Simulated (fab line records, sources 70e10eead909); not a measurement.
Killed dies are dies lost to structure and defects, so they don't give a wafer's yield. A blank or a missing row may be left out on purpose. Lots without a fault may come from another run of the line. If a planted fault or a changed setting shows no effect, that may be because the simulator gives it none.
Chamber matching	flow nand_harc	NHARC_P_CONTACT_ALD_22 on ald_metal-03 has 4 sister chambers
The step deposits TiN, target thk 3 nm, pulse time 1 s, ald cycles 150. 4 wafers are shown with their chamber, then 8 later ones without.

WAFERS WITH THEIR CHAMBER
wafer	chamber	heater_power_w (W)
L085.2	0	991
L086.2	3	1077
L086.6	2	1016
L088.1	1	1158

WAFERS WHOSE CHAMBER IS MISSING
wafer	heater_power_w (W)
L088.2	1030
L088.3	1064
L092.1	1141
L092.5	1067
L092.6	1011
L097.1	1027
L097.5	1025
L097.6	1163

WHICH CHAMBER EACH ONE RAN IN
wafer	from the rows above	in truth
L088.2	2	2
L088.3	3	3
L092.1	1	1
L092.5	3	3
L092.6	can't be placed: 2 or 0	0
L097.1	2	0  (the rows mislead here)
L097.5	2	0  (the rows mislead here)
L097.6	1	1
Correct placement for 5 of the 8. Unplaceable from these rows: 1, with the true chamber sitting among the candidates in 1. Number placed wrongly: 2.
How it was worked out, from the rows above alone: a wafer's distance from a chamber is the root of the sum, over the readings, of the square of ((its reading less the chamber's mean) divided by the reading's scatter). If the next closest chamber is less than 2 further off than the closest, the wafer can't be placed; otherwise it belongs to the closest. For every chamber, the mean is computed from those of its wafers that are shown. The scatter: root of mean squared gap, hidden wafer to nearest shown wafer, with one shown wafer a chamber.
